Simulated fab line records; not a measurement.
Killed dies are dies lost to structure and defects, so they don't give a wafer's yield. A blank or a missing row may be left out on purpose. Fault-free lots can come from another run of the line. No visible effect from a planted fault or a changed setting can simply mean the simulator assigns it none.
fab line records	flow n5-finfet
record lots=24	wafers=72	last-day=17
route steps=1938 shown BEOL_M4@1085 BEOL_M5@1135
lots that met no fault: taken from a fault-free run of the same line
start-h: hours from the record's first day to the start of the lot's first wafer shown	wait-h: hours since the lot's step before	" identical to the entry in the row above	L1.1+2: a single row standing in for several wafers	- either no value or no given start	* or withheld: withheld	< > ~ a bound
route shown NAME@n: a module of which the file shows steps, and the number in the route of the first	usual: average and standard deviation across the fault-free wafers	same: alike in all rows	chamber/n: place in a boat	sites: per-site readings	_std_site: standard deviation across them	_edge_site: the outer-site mean with the inner-site mean subtracted	radius-mm: for every site, how far away it sits from the centre of the wafer	mask NAME#n: copy n	behind: the last tool/chamber to shape the wafer	hold: cause of the lot's hold/its duration in hours/its outcome	device: transistor that didn't switch, given as n, p or np	end of line: the route-end tests of the same wafers	a step given without rows: its recipe and nothing more	killed: the dies lost at the first sort to structure and to defects; this is not the yield of the wafer	map: shows each die of a wafer: x if killed, . if not, _ if none is there
set.NAME: the run value of the setting; set.NAME@STEP: its run value at that earlier step	model.NAME: the simulator's own value behind a step, which no gauge read
steps of the route over a sample of lots; a table a step, a row a wafer
services: the hour from which a tool's chamber was out of use, counted from the record's first day as start-h (under 0 if before that day), plus the number of hours and why
## steps
# step N5_BEOL_M4_ANNEAL_49
# recipe temp-c=400	time-s=240	ambient=vacuum
# usual heater-power-w=861/110
lot.wafer	tool	chamber	start-h	wait-h	heater-power-w
L075.1	pvd-sputter-01	-	160.45	0.0	922
L075.4	"	-	"	"	771
L075.5	"	-	"	"	870
L074.1	pvd-sputter-02	-	168.22	0.0	1048
L074.3	"	-	"	"	707
L074.6	"	-	"	"	1063
L076.2	pvd-sputter-02	-	170.32	0.0	702
L076.3	"	-	"	"	1000
L076.6	"	-	"	"	1034
L077.3	pvd-sputter-01	-	177.47	0.0	901
L077.4	"	-	"	"	987
L077.6	"	-	"	"	773
L078.1	pvd-sputter-03	-	181.11	0.0	733
L078.3	"	-	"	"	743
L078.5	"	-	"	"	748
L079.1	pvd-sputter-01	-	192.64	0.0	834
L079.5	"	-	"	"	908
L079.6	"	-	"	"	854
L080.1	pvd-sputter-03	-	193.77	0.0	871
L080.4	"	-	"	"	753
L080.6	"	-	"	"	739
L081.4	pvd-sputter-02	-	209.60	0.0	1038
L081.5	"	-	"	"	976
L081.6	"	-	"	"	1072
L083.1	pvd-sputter-02	-	212.69	0.0	1049
L083.2	"	-	"	"	1004
L083.4	"	-	"	"	699
L082.2	pvd-sputter-01	-	215.02	0.0	992
L082.3	"	-	"	"	894
L082.6	"	-	"	"	850
L084.1	pvd-sputter-01	-	230.52	0.0	927
L084.2	"	-	"	"	847
L084.3	"	-	"	"	777
L085.2	pvd-sputter-01	-	233.49	0.0	917
L085.3	"	-	"	"	844
L085.4	"	-	"	"	996
L086.2	pvd-sputter-03	-	234.14	0.0	841
L086.3	"	-	"	"	777
L086.5	"	-	"	"	839
L087.2	pvd-sputter-03	-	238.16	0.0	833
L087.3	"	-	"	"	756
L087.6	"	-	"	"	889
L089.3	pvd-sputter-03	-	251.79	0.0	746
L089.5	"	-	"	"	732
L089.6	"	-	"	"	742
L088.1	pvd-sputter-01	-	255.20	0.0	876
L088.3	"	-	"	"	987
L088.4	"	-	"	"	928
L091.2	pvd-sputter-02	-	259.83	0.0	991
L091.5	"	-	"	"	1007
L091.6	"	-	"	"	1041
L092.1	pvd-sputter-02	-	267.19	0.0	804
L092.4	"	-	"	"	1004
L092.6	"	-	"	"	1003
L090.2	pvd-sputter-03	-	269.13	0.0	831
L090.5	"	-	"	"	745
L090.6	"	-	"	"	897
L093.3	pvd-sputter-03	-	289.52	0.0	729
L093.4	"	-	"	"	745
L093.6	"	-	"	"	876
L095.1	pvd-sputter-03	-	291.68	0.0	813
L095.2	"	-	"	"	740
L095.4	"	-	"	"	848
L094.1	pvd-sputter-02	-	292.70	0.0	1064
L094.2	"	-	"	"	994
L094.6	"	-	"	"	1036
L096.2	pvd-sputter-01	-	293.34	0.0	771
L096.4	"	-	"	"	904
L096.5	"	-	"	"	933
L097.1	pvd-sputter-02	-	295.06	0.0	994
L097.2	"	-	"	"	694
L097.5	"	-	"	"	1073
# step N5_BEOL_M4_SPUTTER_92
# recipe material=Cu	target-thk-a=45	temp-c=-20	chamber-pressure-pa=0.07	power-w=withheld	time-s=8.29
# usual chamber-pressure-pa=0.07002/0.00013	chuck-sensor-temp-C=-16.3/0.75	throttle-valve-pct=30.1/0.43
lot.wafer	tool	chamber	start-h	wait-h	chamber-pressure-pa	chuck-sensor-temp-C	throttle-valve-pct
L075.1	pvd-sputter-01	-	161.69	0.1	0.06997	-15.8	30.1
L075.4	"	-	"	"	0.06998	-16.1	30.8
L075.5	"	-	"	"	0.07024	-17.1	29.9
L074.1	pvd-sputter-02	-	169.46	0.1	0.06993	-16.1	30.8
L074.3	"	-	"	"	0.06979	-16.3	30.1
L074.6	"	-	"	"	0.06989	-15.8	30.8
L076.2	pvd-sputter-02	-	171.56	0.1	0.0701	-16.4	30.1
L076.3	"	-	"	"	0.06991	-18.2	29.4
L076.6	"	-	"	"	0.07005	-15.8	30.5
L077.3	pvd-sputter-01	-	178.71	0.1	0.07013	-15.9	30.3
L077.4	"	-	"	"	0.07015	-16.7	29.7
L077.6	"	-	"	"	0.06991	-16.0	31.2
L078.1	pvd-sputter-03	-	182.45	0.1	0.07012	-15.8	30.5
L078.3	"	-	"	"	0.07001	-16.0	30.1
L078.5	"	-	"	"	0.06984	-15.8	30.2
L079.1	pvd-sputter-01	-	193.88	0.1	0.06996	-16.9	29.8
L079.5	"	-	"	"	0.07009	-15.8	30.0
L079.6	"	-	"	"	0.06987	-17.0	30.0
L080.1	pvd-sputter-03	-	195.01	0.1	0.06995	-15.4	29.5
L080.4	"	-	"	"	0.06995	-15.8	30.6
L080.6	"	-	"	"	0.06995	-15.8	30.3
L081.4	pvd-sputter-02	-	210.84	0.1	0.06975	-15.9	30.5
L081.5	"	-	"	"	0.07013	-18.2	29.3
L081.6	"	-	"	"	0.06996	-15.9	30.6
L082.2	pvd-sputter-01	-	216.26	0.1	0.07006	-16.7	29.5
L082.3	"	-	"	"	0.06993	-15.9	30.0
L082.6	"	-	"	"	0.06985	-16.9	29.4
L083.1	pvd-sputter-02	-	225.15	0.1	0.07012	-15.9	30.5
L083.2	"	-	"	"	0.07007	-18.1	29.4
L083.4	"	-	"	"	0.06979	-16.3	30.2
L084.1	pvd-sputter-01	-	231.76	0.1	0.07013	-15.8	29.9
L084.2	"	-	"	"	0.07004	-17.0	29.8
L084.3	"	-	"	"	0.06976	-15.8	30.7
L085.2	pvd-sputter-01	-	234.73	0.1	0.07018	-15.8	29.9
L085.3	"	-	"	"	0.07016	-17.1	29.7
L085.4	"	-	"	"	0.07003	-16.6	29.5
L086.2	pvd-sputter-03	-	235.38	0.1	0.07013	-16.0	30.1
L086.3	"	-	"	"	0.07019	-15.8	30.1
L086.5	"	-	"	"	0.07017	-16.1	30.0
L087.2	pvd-sputter-03	-	239.40	0.1	0.07013	-16.2	29.9
L087.3	"	-	"	"	0.07004	-15.7	30.5
L087.6	"	-	"	"	0.06993	-15.3	29.7
L089.3	pvd-sputter-03	-	253.03	0.1	0.07018	-15.6	30.6
L089.5	"	-	"	"	0.06987	-16.1	30.0
L089.6	"	-	"	"	0.07002	-15.9	30.5
L088.1	pvd-sputter-01	-	256.44	0.1	0.07008	-16.9	29.6
L088.3	"	-	"	"	0.07029	-16.7	29.6
L088.4	"	-	"	"	0.06999	-15.9	30.1
L091.2	pvd-sputter-02	-	261.07	0.1	0.06982	-18.1	29.4
L091.5	"	-	"	"	0.06974	-18.3	29.5
L091.6	"	-	"	"	0.07	-16.0	30.5
L092.1	pvd-sputter-02	-	268.43	0.1	0.07005	-16.7	30.2
L092.4	"	-	"	"	0.07	-18.0	29.5
L092.6	"	-	"	"	0.07005	-16.0	30.6
L090.2	pvd-sputter-03	-	270.37	0.1	0.07004	-16.1	29.6
L090.5	"	-	"	"	0.06991	-16.0	30.0
L090.6	"	-	"	"	0.06994	-15.4	30.0
L093.3	pvd-sputter-03	-	290.76	0.1	0.0698	-15.6	30.3
L093.4	"	-	"	"	0.06987	-15.8	30.5
L093.6	"	-	"	"	0.06997	-15.2	29.8
L095.1	pvd-sputter-03	-	292.92	0.1	0.07002	-15.9	29.6
L095.2	"	-	"	"	0.07002	-15.9	30.4
L095.4	"	-	"	"	0.07008	-15.3	29.9
L094.1	pvd-sputter-02	-	293.94	0.1	0.07023	-16.0	30.6
L094.2	"	-	"	"	0.06985	-18.0	29.5
L094.6	"	-	"	"	0.06998	-16.1	30.7
L096.2	pvd-sputter-01	-	294.58	0.1	0.07004	-16.1	30.8
L096.4	"	-	"	"	0.06995	-15.9	29.9
L096.5	"	-	"	"	0.07033	-15.9	30.0
L097.1	pvd-sputter-02	-	296.30	0.1	0.07003	-18.1	29.7
L097.2	"	-	"	"	0.07009	-16.3	30.0
L097.5	"	-	"	"	0.07012	-15.9	30.8
# step N5_BEOL_M4_CO_CAP_55
# recipe material=Co	target-thk-a=20	temp-c=200	precursor=CCTBA/H2	pressure-torr=30	time-s=102.1
# usual heater-power-w=240/31
lot.wafer	tool	chamber	start-h	wait-h	heater-power-w
L075.1	cvd-co-02	2	162.99	0.0	263
L075.4	"	2	"	"	260
L075.5	"	0	"	"	209
L074.1	cvd-co-02	2	170.77	0.0	260
L074.3	"	1	"	"	282
L074.6	"	0	"	"	197
L076.2	cvd-co-01	0	173.31	0.0	216
L076.3	"	1	"	"	234
L076.6	"	2	"	"	232
L077.3	cvd-co-02	2	180.01	0.0	267
L077.4	"	2	"	"	264
L077.6	"	0	"	"	200
L078.1	cvd-co-02	1	183.80	0.0	280
L078.3	"	0	"	"	198
L078.5	"	0	"	"	204
L079.1	cvd-co-01	2	195.25	0.0	233
L079.5	"	0	"	"	204
L079.6	"	2	"	"	233
L080.1	cvd-co-01	0	196.77	0.0	220
L080.4	"	1	"	"	230
L080.6	"	2	"	"	233
L081.4	cvd-co-02	1	212.24	0.0	282
L081.5	"	2	"	"	268
L081.6	"	0	"	"	202
L082.2	cvd-co-02	2	217.57	0.0	262
L082.3	"	1	"	"	283
L082.6	"	0	"	"	201
L083.1	cvd-co-02	0	226.52	0.0	201
L083.2	"	1	"	"	283
L083.4	"	0	"	"	206
L084.1	cvd-co-01	2	233.18	0.0	237
L084.2	"	1	"	"	234
L084.3	"	0	"	"	214
L085.2	cvd-co-01	0	236.11	0.0	215
L085.3	"	2	"	"	232
L085.4	"	2	"	"	232
L086.2	cvd-co-02	1	236.68	0.0	286
L086.3	"	2	"	"	267
L086.5	"	1	"	"	277
L087.2	cvd-co-02	1	240.71	0.0	277
L087.3	"	2	"	"	275
L087.6	"	0	"	"	198
L089.3	cvd-co-02	2	254.37	0.0	264
L089.5	"	2	"	"	272
L089.6	"	1	"	"	283
L088.1	cvd-co-01	0	258.10	0.0	219
L088.3	"	2	"	"	233
L088.4	"	1	"	"	238
L091.2	cvd-co-02	1	262.38	0.0	275
L091.5	"	2	"	"	254
L091.6	"	0	"	"	202
L092.1	cvd-co-02	0	269.75	0.0	200
L092.4	"	1	"	"	282
L092.6	"	0	"	"	203
L090.2	cvd-co-02	1	271.67	0.0	289
L090.5	"	1	"	"	283
L090.6	"	0	"	"	197
L093.3	cvd-co-02	1	292.12	0.1	279
L093.4	"	0	"	"	201
L093.6	"	1	"	"	284
L095.1	cvd-co-02	0	294.25	0.0	203
L095.2	"	1	"	"	273
L095.4	"	1	"	"	277
L094.1	cvd-co-02	0	295.28	0.0	197
L094.2	"	1	"	"	276
L094.6	"	0	"	"	206
L096.2	cvd-co-01	0	295.88	0.0	218
L096.4	"	0	"	"	213
L096.5	"	2	"	"	232
L097.1	cvd-co-01	2	297.60	0.0	233
L097.2	"	1	"	"	234
L097.5	"	1	"	"	234
# step N5_BEOL_M5_STRIP_64
# recipe chemistry=CF4	resist=SiARC	power-w=300	bias-power-w=75	pressure-mtorr=50	cf4-flow-sccm=150	rf-frequency-hz=6e+07
# usual drypump-motor-current-A=5.8/0.4	oes-product-au=0.78/0.063	rf-vpp-V=271.3/1.2	showerhead-plenum-p-Torr=1.80/0.038	throttle-valve-pct=13.54/0.27
lot.wafer	tool	chamber	start-h	wait-h	drypump-motor-current-A	oes-product-au	rf-hours-counter-h	rf-vpp-V	showerhead-plenum-p-Torr	throttle-valve-pct
L075.1	rie-diel-05	3	167.37	0.0	5.5	0.74	169	272.6	1.80	14.10
L075.4	"	0	"	"	5.7	0.70	224	270.0	1.77	13.96
L075.5	"	3	"	"	5.5	0.74	-	272.2	1.80	14.08
L074.1	rie-diel-03	3	174.39	0.0	6.2	0.89	34	272.0	1.82	13.32
L074.3	"	2	"	"	5.5	0.74	144	269.9	1.80	13.56
L074.6	"	2	"	"	5.5	0.74	-	270.9	1.80	13.56
L076.2	rie-diel-05	2	177.11	0.0	5.0	0.89	24	272.8	1.82	12.95
L076.3	"	3	"	"	5.4	0.74	173	271.6	1.80	14.09
L076.6	"	3	"	"	5.4	0.74	-	269.8	1.80	14.09
L077.3	rie-diel-05	0	184.63	0.0	5.7	0.70	229	270.6	1.77	13.97
L077.4	"	1	"	"	6.2	0.80	98	271.8	1.81	13.80
L077.6	"	2	"	"	5.0	0.88	-	271.8	1.82	12.99
L078.1	rie-diel-01	2	188.12	0.0	5.7	0.83	59	270.1	1.76	13.31
L078.3	"	1	"	"	5.7	0.82	79	270.6	1.82	13.50
L078.5	"	0	"	"	5.6	0.76	-	272.3	1.79	13.55
L079.1	rie-diel-05	2	199.55	0.0	5.0	0.87	31	273.8	1.82	12.97
L079.5	"	0	"	"	5.7	0.69	-	270.5	1.77	13.99
L079.6	"	1	"	"	6.2	0.79	-	272.4	1.81	13.83
L080.1	rie-diel-03	1	199.99	0.0	6.1	0.74	159	271.6	1.87	13.56
L080.4	"	3	"	"	6.2	0.88	41	271.2	1.82	13.35
L080.6	"	2	"	"	5.4	0.74	-	270.6	1.80	13.58
L081.4	rie-diel-03	2	215.70	0.0	5.4	0.73	156	270.8	1.80	13.59
L081.5	"	0	"	"	6.2	0.78	-	268.1	1.74	13.38
L081.6	"	1	"	"	6.1	0.73	-	273.2	1.86	13.58
L082.2	rie-diel-03	3	220.30	0.0	6.3	0.86	47	271.0	1.82	13.33
L082.3	"	1	"	"	6.1	0.73	164	274.1	1.86	13.58
L082.6	"	2	"	"	5.5	0.72	-	271.0	1.80	13.60
L083.1	rie-diel-03	0	231.56	0.0	6.2	0.77	138	270.0	1.73	13.42
L083.2	"	1	"	"	6.1	0.74	167	272.8	1.86	13.59
L083.4	"	2	"	"	5.5	0.72	159	272.6	1.80	13.59
L084.1	rie-diel-03	0	238.77	0.0	6.2	0.77	140	270.6	1.73	13.41
L084.2	"	3	"	"	6.2	0.86	52	271.1	1.81	13.36
L084.3	"	2	"	"	5.5	0.73	162	270.2	1.80	13.60
L085.2	rie-diel-01	0	239.60	0.0	5.6	0.74	154	271.6	1.79	13.58
L085.3	"	1	"	"	5.8	0.82	95	271.0	1.81	13.51
L085.4	"	3	"	"	5.1	0.94	14	271.4	1.83	13.21
L086.2	rie-diel-01	1	240.56	0.0	5.7	0.81	96	272.2	1.81	13.52
L086.3	"	3	"	"	5.2	0.93	15	271.2	1.83	13.20
L086.5	"	1	"	"	5.7	0.82	-	270.7	1.81	13.52
L087.2	rie-diel-05	2	244.33	0.0	5.0	0.85	43	271.9	1.82	13.02
L087.3	"	1	"	"	6.2	0.78	115	270.9	1.81	13.85
L087.6	"	1	"	"	6.2	0.78	-	270.2	1.81	13.86
L089.3	rie-diel-03	1	258.16	0.0	6.1	0.72	176	273.4	1.86	13.63
L089.5	"	0	"	"	6.1	0.77	-	269.7	1.73	13.43
L089.6	"	3	"	"	6.2	0.84	-	271.5	1.81	13.38
L088.1	rie-diel-05	3	261.75	0.0	5.4	0.72	195	270.4	1.79	14.15
L088.3	"	2	"	"	5.0	0.84	47	272.2	1.82	13.01
L088.4	"	1	"	"	6.2	0.77	-	271.2	1.81	13.87
L091.2	rie-diel-01	2	267.65	0.0	5.7	0.81	82	272.2	1.75	13.36
L091.5	"	3	"	"	5.2	0.91	-	273.5	1.83	13.24
L091.6	"	2	"	"	5.7	0.80	-	271.2	1.75	13.37
L092.1	rie-diel-03	3	272.62	0.0	6.2	0.84	66	273.2	1.81	13.37
L092.4	"	1	"	"	6.1	0.71	-	272.7	1.86	13.63
L092.6	"	3	"	"	6.2	0.84	-	271.6	1.81	13.38
L090.2	rie-diel-01	1	276.50	0.0	5.7	0.80	105	271.4	1.81	13.53
L090.5	"	0	"	"	5.6	0.73	-	271.3	1.79	13.60
L090.6	"	1	"	"	5.7	0.80	-	271.3	1.81	13.54
L093.3	rie-diel-03	0	295.95	0.0	6.2	0.75	166	267.9	1.73	13.48
L093.4	"	3	"	"	6.2	0.83	78	271.9	1.81	13.42
L093.6	"	0	"	"	6.2	0.75	-	270.5	1.73	13.46
L095.1	rie-diel-03	0	297.16	0.0	6.2	0.75	166	269.0	1.73	13.49
L095.2	"	3	"	"	6.2	0.83	78	272.6	1.81	13.40
L095.4	"	1	"	"	6.2	0.71	196	272.5	1.86	13.66
L094.1	rie-diel-03	1	299.12	0.0	6.2	0.71	197	271.6	1.85	13.66
L094.2	"	2	"	"	5.4	0.71	174	271.0	1.79	13.63
L094.6	"	1	"	"	6.2	0.70	-	273.5	1.85	13.66
L096.2	rie-diel-01	0	300.74	0.0	5.6	0.73	179	269.8	1.78	13.63
L096.4	"	3	"	"	5.1	0.89	39	272.8	1.82	13.27
L096.5	"	3	"	"	5.1	0.88	-	272.3	1.82	13.26
L097.1	rie-diel-01	1	301.25	0.0	5.7	0.79	116	269.6	1.81	13.56
L097.2	"	3	"	"	5.1	0.88	40	273.3	1.82	13.26
L097.5	"	0	"	"	5.6	0.73	-	270.6	1.78	13.63
# step N5_BEOL_M5_SPUTTER_48
# recipe material=Cu	target-thk-a=150	temp-c=-20	chamber-pressure-pa=0.07	power-w=withheld	time-s=27.62
# usual chamber-pressure-pa=0.06999/0.00015	chuck-sensor-temp-C=-16.3/0.72	throttle-valve-pct=30.0/0.43
lot.wafer	tool	chamber	start-h	wait-h	chamber-pressure-pa	chuck-sensor-temp-C	throttle-valve-pct
L075.1	pvd-sputter-03	-	171.53	0.1	0.06994	-15.3	30.0
L075.4	"	-	"	"	0.06994	-15.8	30.6
L075.5	"	-	"	"	0.07007	-15.3	29.7
L074.1	pvd-sputter-02	-	177.45	0.1	0.07014	-16.6	30.2
L074.3	"	-	"	"	0.07008	-16.3	29.8
L074.6	"	-	"	"	0.06985	-16.0	30.6
L076.2	pvd-sputter-01	-	181.93	0.6	0.06998	-16.9	29.6
L076.3	"	-	"	"	0.06965	-17.0	29.7
L076.6	"	-	"	"	0.07015	-16.8	29.8
L077.3	pvd-sputter-03	-	189.08	0.1	0.06987	-16.0	29.9
L077.4	"	-	"	"	0.06998	-15.9	30.5
L077.6	"	-	"	"	0.06991	-15.8	30.2
L078.1	pvd-sputter-01	-	194.62	0.1	0.07003	-16.8	29.5
L078.3	"	-	"	"	0.06997	-17.0	29.9
L078.5	"	-	"	"	0.06978	-16.7	29.8
L079.1	pvd-sputter-01	-	204.16	0.1	0.07033	-16.0	29.9
L079.5	"	-	"	"	0.07009	-15.9	30.5
L079.6	"	-	"	"	0.07	-16.9	29.7
L080.1	pvd-sputter-03	-	205.52	1.2	0.07014	-15.9	30.0
L080.4	"	-	"	"	0.06987	-15.9	30.5
L080.6	"	-	"	"	0.07013	-16.0	29.9
L081.4	pvd-sputter-01	-	222.55	0.0	0.06986	-16.1	30.8
L081.5	"	-	"	"	0.06994	-17.0	29.6
L081.6	"	-	"	"	0.06946	-15.9	29.8
L082.2	pvd-sputter-03	-	224.79	0.2	0.07013	-15.8	30.3
L082.3	"	-	"	"	0.06976	-16.1	29.6
L082.6	"	-	"	"	0.06994	-16.0	29.7
L083.1	pvd-sputter-02	-	235.21	1.3	0.06987	-16.8	30.4
L083.2	"	-	"	"	0.07002	-18.2	29.6
L083.4	"	-	"	"	0.07008	-15.9	30.6
L084.1	pvd-sputter-03	-	242.60	0.1	0.07007	-15.7	30.5
L084.2	"	-	"	"	0.07015	-15.9	29.9
L084.3	"	-	"	"	0.07013	-15.3	30.1
L085.2	pvd-sputter-01	-	242.87	0.2	0.07011	-15.9	29.9
L085.3	"	-	"	"	0.07003	-16.8	29.4
L085.4	"	-	"	"	0.07022	-17.0	29.9
L086.2	pvd-sputter-02	-	244.01	0.1	0.07028	-18.1	29.5
L086.3	"	-	"	"	0.07029	-16.0	30.5
L086.5	"	-	"	"	0.07006	-18.1	29.5
L087.2	pvd-sputter-02	-	250.08	0.1	0.07008	-18.1	29.6
L087.3	"	-	"	"	0.06992	-16.9	30.1
L087.6	"	-	"	"	0.06993	-16.0	31.0
L089.3	pvd-sputter-01	-	262.00	0.1	0.07009	-16.7	29.7
L089.5	"	-	"	"	0.06999	-15.8	29.9
L089.6	"	-	"	"	0.07006	-16.9	29.6
L088.1	pvd-sputter-03	-	264.38	0.3	0.07009	-15.1	29.8
L088.3	"	-	"	"	0.06999	-15.9	30.1
L088.4	"	-	"	"	0.07007	-16.0	29.6
L091.2	pvd-sputter-01	-	270.65	0.2	0.0701	-15.8	30.9
L091.5	"	-	"	"	0.07008	-16.8	29.6
L091.6	"	-	"	"	0.07016	-16.1	30.6
L092.1	pvd-sputter-02	-	276.22	0.1	0.06991	-16.3	30.2
L092.4	"	-	"	"	0.06991	-15.9	30.6
L092.6	"	-	"	"	0.06997	-18.1	29.5
L090.2	pvd-sputter-01	-	279.15	0.1	0.07025	-16.0	30.0
L090.5	"	-	"	"	0.07007	-17.0	29.9
L090.6	"	-	"	"	0.07003	-16.0	30.8
L093.3	pvd-sputter-01	-	301.09	0.2	0.06988	-16.7	29.5
L093.4	"	-	"	"	0.06987	-15.9	30.8
L093.6	"	-	"	"	0.06989	-15.9	30.1
L095.1	pvd-sputter-03	-	301.22	0.1	0.07	-15.8	30.3
L095.2	"	-	"	"	0.07028	-15.9	29.6
L095.4	"	-	"	"	0.06994	-15.7	30.6
L094.1	pvd-sputter-02	-	302.89	0.3	0.07001	-18.1	29.4
L094.2	"	-	"	"	0.06997	-16.7	30.0
L094.6	"	-	"	"	0.07014	-15.9	30.8
L096.2	pvd-sputter-03	-	306.28	0.1	0.06991	-16.1	29.7
L096.4	"	-	"	"	0.07002	-15.6	30.4
L096.5	"	-	"	"	0.07002	-16.1	29.7
L097.1	pvd-sputter-02	-	307.60	0.3	0.06994	-16.6	29.9
L097.2	"	-	"	"	0.06992	-16.9	30.1
L097.5	"	-	"	"	0.06988	-16.7	29.9
# step N5_BEOL_M5_THK_MEAS_53
# recipe thk-meas-gauge=xrf	reads=Cu_of_BEOL_M5_ECD_50
# usual M5_THK=63.3/1.4
lot.wafer	tool	chamber	start-h	wait-h	M5_THK[nm]
L075.1	film-metro-02	-	176.88	-	62.7
L075.4	"	-	"	"	62.6
L075.5	"	-	"	"	62.7
L074.1	film-metro-01	-	182.59	-	63.4
L074.3	"	-	"	"	61.1
L074.6	"	-	"	"	63.3
L076.2	film-metro-01	-	187.07	-	62.6
L076.3	"	-	"	"	62.4
L076.6	"	-	"	"	63.4
L077.3	film-metro-01	-	194.41	-	64.2
L077.4	"	-	"	"	63.0
L077.6	"	-	"	"	62.7
L078.1	film-metro-01	-	199.76	-	64.9
L078.3	"	-	"	"	62.6
L078.5	"	-	"	"	63.5
L079.1	film-metro-02	-	209.30	-	60.7
L079.5	"	-	"	"	62.8
L079.6	"	-	"	"	65.0
L080.1	film-metro-02	-	210.67	-	62.0
L080.4	"	-	"	"	63.0
L080.6	"	-	"	"	63.6
L081.4	film-metro-02	-	230.10	-	61.5
L081.5	"	-	"	"	64.8
L081.6	"	-	"	"	62.4
L082.2	film-metro-02	-	231.11	-	67.2
L082.3	"	-	"	"	64.8
L082.6	"	-	"	"	63.8
L083.1	film-metro-01	-	240.35	-	63.0
L083.2	"	-	"	"	63.8
L083.4	"	-	"	"	61.5
L084.1	film-metro-01	-	247.75	-	62.3
L084.2	"	-	"	"	61.3
L084.3	"	-	"	"	63.7
L085.2	film-metro-02	-	248.03	-	63.8
L085.3	"	-	"	"	62.7
L085.4	"	-	"	"	61.5
L086.2	film-metro-01	-	249.18	-	64.3
L086.3	"	-	"	"	62.8
L086.5	"	-	"	"	63.5
L087.2	film-metro-02	-	255.22	-	63.5
L087.3	"	-	"	"	62.6
L087.6	"	-	"	"	61.8
L089.3	film-metro-02	-	267.15	-	63.7
L089.5	"	-	"	"	61.2
L089.6	"	-	"	"	61.4
L088.1	film-metro-02	-	269.54	-	65.3
L088.3	"	-	"	"	64.1
L088.4	"	-	"	"	63.4
L091.2	film-metro-02	-	275.79	-	64.3
L091.5	"	-	"	"	64.8
L091.6	"	-	"	"	63.0
L092.1	film-metro-02	-	281.37	-	64.0
L092.4	"	-	"	"	62.0
L092.6	"	-	"	"	62.9
L090.2	film-metro-01	-	284.33	-	65.4
L090.5	"	-	"	"	64.7
L090.6	"	-	"	"	64.7
L093.3	film-metro-02	-	306.23	-	63.4
L093.4	"	-	"	"	62.4
L093.6	"	-	"	"	63.1
L095.1	film-metro-01	-	306.51	-	65.2
L095.2	"	-	"	"	62.2
L095.4	"	-	"	"	63.2
L094.1	film-metro-02	-	308.04	-	63.8
L094.2	"	-	"	"	61.5
L094.6	"	-	"	"	61.3
L096.2	film-metro-01	-	311.42	-	63.1
L096.4	"	-	"	"	61.5
L096.5	"	-	"	"	60.6
L097.1	film-metro-01	-	312.76	-	62.1
L097.2	"	-	"	"	61.8
L097.5	"	-	"	"	63.0
## services
tool	chamber	start-h	hours	kind
pvd-sputter-01	-	164.86	1.5	repair
rie-diel-01	3	177.08	-	clean
rie-diel-01	3	177.08	-	consumable-replace:focus-ring
rie-diel-01	3	177.08	12.5	scheduled-down
rie-diel-01	3	177.08	12.5	vent-cycle
pvd-sputter-02	-	187.05	3.7	repair
cvd-co-02	-	193.68	4.3	pm
rie-diel-01	-	232.90	2.8	pm
rie-diel-03	2	248.66	32.5	repair
rie-diel-05	-	255.94	4.4	repair
rie-diel-03	3	261.12	1.6	repair
rie-diel-05	0	261.54	-	clean
rie-diel-05	0	261.54	-	consumable-replace:focus-ring
rie-diel-05	-	265.35	34.4	repair
cvd-co-02	2	287.15	15.5	repair
## key
fault none
